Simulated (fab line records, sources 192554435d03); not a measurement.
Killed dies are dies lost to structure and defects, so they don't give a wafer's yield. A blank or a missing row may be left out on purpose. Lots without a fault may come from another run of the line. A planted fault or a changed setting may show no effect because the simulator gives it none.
fab line records | flow n5_finfet
record lots=7 wafers=21 last_day=15
route steps=1938 shown START@1 ZERO_LAYER@2
lots that met no fault: from a run of the same line without faults
start_h: hours from the record's first day to the start of the lot's first wafer shown | wait_h: hours since the lot's step before | " the same as in the row above | L1.1+2: a row that stands for several wafers | - no value, or no start given | * or withheld: withheld | < > ~ a bound
route shown NAME@n: a module of which the file shows steps, and the number in the route of the first | usual: mean/standard deviation of fault-free wafers | same: alike in all rows | chamber/n: place in a boat | sites: the reading at each site | _std_site: their standard deviation | _edge_site: outer sites' mean less inner sites' | radius_mm: how far each site lies from the wafer's centre | mask NAME#n: copy n | behind: the tool/chamber that last shaped the wafer | hold: why the lot was held/for how many hours/how that ended | device: the transistor (n, p or np) that didn't switch | end of line: the same wafers' tests at the end of the route | a step without rows: its recipe alone | killed: dies lost to structure and defects at the first sort, not the wafer's yield | map: a wafer's dies, x killed, . not, _ none there
set.NAME: the setting as run; set.NAME@STEP: as run at that earlier step | model.NAME: the simulator's own value behind a step, which no gauge read
lots at some steps of the route; a table a step, a row a wafer
services: from which hour (start_h, from the record's first day; less than 0 if before it) a tool's chamber was out of use, for how many hours, and why
## steps
# step N5_START_INSPECT_01
# recipe inspect_instrument=unpatterned_scan mode=incoming
# usual raw_defect_count=6.5/2.3
# columns lot.wafer tool chamber start_h wait_h raw_defect_count
L725.1 defect_inspect-02 - 12.03 - 3
L725.2 " - " " 4
L725.3 " - " " 8
L729.2 defect_inspect-02 - 36.03 - 7
L729.4 " - " " 11
L729.6 " - " " 6
L733.1 defect_inspect-01 - 60.03 - 2
L733.4 " - " " 8
L733.5 " - " " 9
L734.1 defect_inspect-01 - 66.03 - 7
L734.2 " - " " 7
L734.6 " - " " 5
L736.1 defect_inspect-01 - 78.03 - 7
L736.3 " - " " 7
L736.6 " - " " 8
L739.2 defect_inspect-02 - 96.03 - 5
L739.3 " - " " 7
L739.6 " - " " 7
L741.1 defect_inspect-01 - 108.03 - 7
L741.2 " - " " 3
L741.5 " - " " 5
# step N5_ZERO_LAYER_PRECLEAN_00
# recipe chemistry=SPM time_s=600 temp_c=120 mix=4:1
# step N5_ZERO_LAYER_SRD_01
# recipe time_s=30 temp_c=23 rinse_liquid=diw dry=n2_spin spin_rpm=1500 dry_time_s=30
# step N5_ZERO_LAYER_PECVD_02
# recipe material=SiO2 target_thk_a=100 temp_c=400 precursor=SiH4/N2O pressure_torr=0.75 rf_w=275 time_s=6
# usual heater_power_w=731/59 showerhead_plenum_p_Torr=8.16/0.09
# columns lot.wafer tool chamber start_h wait_h heater_power_w showerhead_plenum_p_Torr
L725.1 pecvd-04 2 12.28 0.0 701 8.22
L725.2 " 0 " " 620 8.24
L725.3 " 1 " " 741 8.08
L729.2 pecvd-01 0 36.28 0.0 708 8.23
L729.4 " 1 " " 844 8.19
L729.6 " 0 " " 712 8.26
L733.1 pecvd-04 0 60.30 0.0 673 8.24
L733.4 " 0 " " 699 8.23
L733.5 " 1 " " 814 8.09
L734.1 pecvd-04 1 66.29 0.0 804 8.09
L734.2 " 0 " " 641 8.22
L734.6 " 2 " " 648 8.17
L736.1 pecvd-01 1 78.28 0.0 797 8.19
L736.3 " 0 " " 711 8.24
L736.6 " 2 " " 697 8.14
L739.2 pecvd-01 1 96.28 0.0 749 8.19
L739.3 " 2 " " 622 8.14
L739.6 " 1 " " 760 8.19
L741.1 pecvd-04 1 108.28 0.0 731 8.05
L741.2 " 0 " " 705 8.22
L741.5 " 0 " " 695 8.23
# step N5_ZERO_LAYER_HMDS_04
# recipe time_s=60 temp_c=120
# step N5_ZERO_LAYER_COAT_05
# recipe spin_rpm=1500 resist_thk_nm=1000
# step N5_ZERO_LAYER_EBR_07
# recipe solvent=PGMEA ebr_width_mm=1.5
# step N5_ZERO_LAYER_SOFTBAKE_06
# recipe temp_c=100 time_s=90
# step N5_ZERO_LAYER_EXPOSE_08
# recipe mask_id=ZERO na=0.55 source_shape=conventional sigma_outer=0.8 polarization=unpolarized defocus_nm=0 target_cd_nm=2000 dose_mj=16.2
# usual exposure_dose_mJ_cm2=16.24/0.089 focus_offset_nm=0.1/0.55 reticle_temp_C=23.00/0.11
# columns lot.wafer tool chamber start_h wait_h mask exposure_dose_mJ_cm2 focus_offset_nm reticle_temp_C
L725.1 krf_scanner-02 0 12.46 - ZERO#0 16.18 0.2 22.95
L725.2 " 0 " " ZERO#0 16.19 -0.8 22.92
L725.3 " 0 " " ZERO#0 16.19 -0.2 22.93
L729.2 krf_scanner-02 0 36.47 - ZERO#0 16.18 1.4 23.07
L729.4 " 0 " " ZERO#0 16.18 0.9 23.11
L729.6 " 0 " " ZERO#0 16.18 0.0 23.07
L733.1 krf_scanner-02 0 60.61 - ZERO#0 16.99 0.6 23.31
L733.4 " 0 " " ZERO#0 16.97 -0.3 23.12
L733.5 " 0 " " ZERO#0 16.99 0.6 23.20
L734.1 krf_scanner-01 0 66.60 - ZERO#0 16.36 0.9 23.07
L734.2 " 0 " " ZERO#0 16.37 0.5 23.04
L734.6 " 0 " " ZERO#0 16.38 0.3 23.07
L736.1 krf_scanner-02 0 78.59 - ZERO#0 16.82 0.4 22.87
L736.3 " 0 " " ZERO#0 16.79 0.9 22.80
L736.6 " 0 " " ZERO#0 16.80 -0.3 23.04
L739.2 krf_scanner-02 0 96.60 - ZERO#0 16.67 0.2 22.92
L739.3 " 0 " " ZERO#0 16.69 0.9 23.23
L739.6 " 0 " " ZERO#0 16.68 0.7 22.95
L741.1 krf_scanner-01 0 108.59 - ZERO#0 16.39 -0.3 22.88
L741.2 " 0 " " ZERO#0 16.37 -0.8 22.83
L741.5 " 0 " " ZERO#0 16.38 0.1 22.84
# step N5_ZERO_LAYER_PEB_09
# recipe peb_temp_c=withheld peb_time_s=*
# step N5_ZERO_LAYER_DEVELOP_10
# recipe develop_time_s=60 rinse_liquid=diw dry=air_spin dev_temp_c=21
# step N5_ZERO_LAYER_HARDBAKE_23
# recipe temp_c=130 time_s=120
# step N5_ZERO_LAYER_CD_MEAS_11
# recipe target_cd_nm=2000 landing_energy_ev=500 detector=se_inlens
# usual cd_nm=1999.6/1.3
# columns lot.wafer tool chamber start_h wait_h cd_nm
L725.1 cd_sem-03 0 12.64 - 1999.9
L725.2 " 0 " " 2000.8
L725.3 " 0 " " 1999.8
L729.2 cd_sem-03 0 36.64 - 1999.6
L729.4 " 0 " " 1999.4
L729.6 " 0 " " 1999.2
L733.1 cd_sem-02 0 60.78 - 2009.2
L733.4 " 0 " " 2010.9
L733.5 " 0 " " 2010.6
L734.1 cd_sem-01 0 66.78 - 1998.7
L734.2 " 0 " " 2000.4
L734.6 " 0 " " 1999.2
L736.1 cd_sem-03 0 78.77 - 2005.8
L736.3 " 0 " " 2006.6
L736.6 " 0 " " 2004.9
L739.2 cd_sem-02 0 96.77 - 2007.2
L739.3 " 0 " " 2006.5
L739.6 " 0 " " 2006.4
L741.1 cd_sem-01 0 108.77 - 1997.3
L741.2 " 0 " " 2000.4
L741.5 " 0 " " 1999.7
# step N5_ZERO_LAYER_DESCUM_16
# recipe chemistry=O2 time_s=7.9 source_power_w=50 bias_power_w=20 pressure_mtorr=20 rf_frequency_hz=2.712e+07 temp_c=40 o2_flow_sccm=225
# usual drypump_motor_current_A=5.7/0.49 o2_flow_sccm=225.0/0.67 oes_product_au=0.79/0.094 rf_vpp_V=243.1/1.2 showerhead_plenum_p_Torr=2.09/0.064 throttle_valve_pct=20.35/0.2
# columns lot.wafer tool chamber start_h wait_h drypump_motor_current_A o2_flow_sccm oes_product_au rf_hours_counter_h rf_vpp_V showerhead_plenum_p_Torr throttle_valve_pct
L725.1 rie_diel-01 0 12.68 0.0 5.7 225.0 0.79 97 245.4 2.20 20.49
L725.2 " 3 " " 4.7 224.2 0.88 48 241.8 2.05 20.20
L725.3 " 2 " " 5.0 224.2 0.89 22 241.7 2.06 20.16
L729.2 rie_diel-02 3 36.90 0.3 5.5 224.9 0.72 161 245.2 2.18 20.37
L729.4 " 1 " " 6.0 224.5 0.70 228 243.0 2.06 20.60
L729.6 " 2 " " 6.0 224.1 0.70 - 242.8 2.07 20.74
L733.1 rie_diel-06 2 60.82 0.0 5.6 224.2 0.72 184 242.0 2.08 20.16
L733.4 " 1 " " 6.6 226.0 0.93 18 245.8 2.22 20.33
L733.5 " 1 " " 6.6 225.0 0.94 - 244.4 2.22 20.34
L734.1 rie_diel-02 2 66.82 0.0 6.0 224.2 0.71 241 242.2 2.07 20.75
L734.2 " 1 " " 6.0 223.9 0.70 238 242.4 2.06 20.58
L734.6 " 1 " " 6.0 226.4 0.70 - 243.3 2.06 20.61
L736.1 rie_diel-06 2 78.80 0.0 5.6 224.6 0.71 190 242.7 2.08 20.16
L736.3 " 0 " " 5.8 224.6 0.66 245 243.0 2.07 20.60
L736.6 " 1 " " 6.6 225.1 0.92 - 243.9 2.22 20.35
L739.2 rie_diel-06 2 96.80 0.0 5.6 224.8 0.71 194 243.0 2.08 20.17
L739.3 " 0 " " 5.8 225.2 0.67 249 242.1 2.07 20.62
L739.6 " 3 " " 5.9 224.7 0.90 - 241.8 2.05 20.16
L741.1 rie_diel-01 0 108.80 0.0 5.7 224.8 0.77 127 244.6 2.19 20.51
L741.2 " 1 " " 5.7 224.3 0.77 128 240.9 2.01 20.08
L741.5 " 2 " " 5.0 225.5 0.85 - 242.2 2.05 20.21
## services
# columns tool chamber start_h hours kind
rie_diel-06 1 -11.34 - clean
rie_diel-06 1 -11.34 - consumable_replace:focus_ring
rie_diel-06 1 -11.34 - consumable_replace:showerhead
rie_diel-06 1 -11.34 14.8 scheduled_down
rie_diel-06 1 -11.34 14.8 vent_cycle
pecvd-04 - -7.57 1.0 repair
pecvd-01 0 -2.03 5.0 scheduled_down
rie_diel-06 3 3.69 - clean
krf_scanner-01 - 10.00 1.0 repair
krf_scanner-01 - 11.97 1.0 repair
pecvd-04 2 21.12 - clean
pecvd-04 2 21.12 - consumable_replace:showerhead
pecvd-04 2 21.12 29.0 scheduled_down
pecvd-04 2 21.12 29.0 vent_cycle
rie_diel-01 - 40.32 0.4 repair
krf_scanner-01 - 41.80 1.0 pm
krf_scanner-02 - 64.26 1.0 pm
krf_scanner-02 - 67.57 1.3 pm
pecvd-04 2 76.71 5.5 scheduled_down
rie_diel-01 3 89.53 8.7 repair
pecvd-04 2 100.59 2.1 scheduled_down
krf_scanner-01 - 100.74 1.3 pm
rie_diel-01 3 103.31 18.9 repair
rie_diel-02 2 105.26 7.6 repair
## key
first_sign step=N5_ZERO_LAYER_EXPOSE_08 reading=exposure_dose_mJ_cm2 direction=up sigmas=6.5 usual=16.24 struck=16.82
effect step=N5_ZERO_LAYER_CD_MEAS_11 reading=cd_nm direction=up sigmas=6 usual=1999.6 struck=2007.6 through=control_loop
met_at N5_ZERO_LAYER_EXPOSE_08
struck_wafers L733.1,L733.4,L733.5,L736.1,L736.3,L736.6,L739.2,L739.3,L739.6
tester_left_out L733,L736,L739
loop_trim step=N5_ZERO_LAYER_EXPOSE_08 setting=dose lots=L736,L739
onset_between 36.47 60.61
fault kind=process_parameter_drift tool=krf_scanner-02 chamber=- onset_h=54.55 steps=N5_ZERO_LAYER_EXPOSE_08 channel=dose_mj offset=0.79506 shape=step acts_in=these_recipes_only stated=16.2
# tester_left_out: of these lots the tester's yield and bins aren't shown, on N5 and GAA mostly nor the transistor test; their killed dies are dies lost to structure and defects alone, not to doping, threshold or leakage, so they don't give the yield
# loop_trim: a control loop set the setting to another value than it would have without faults
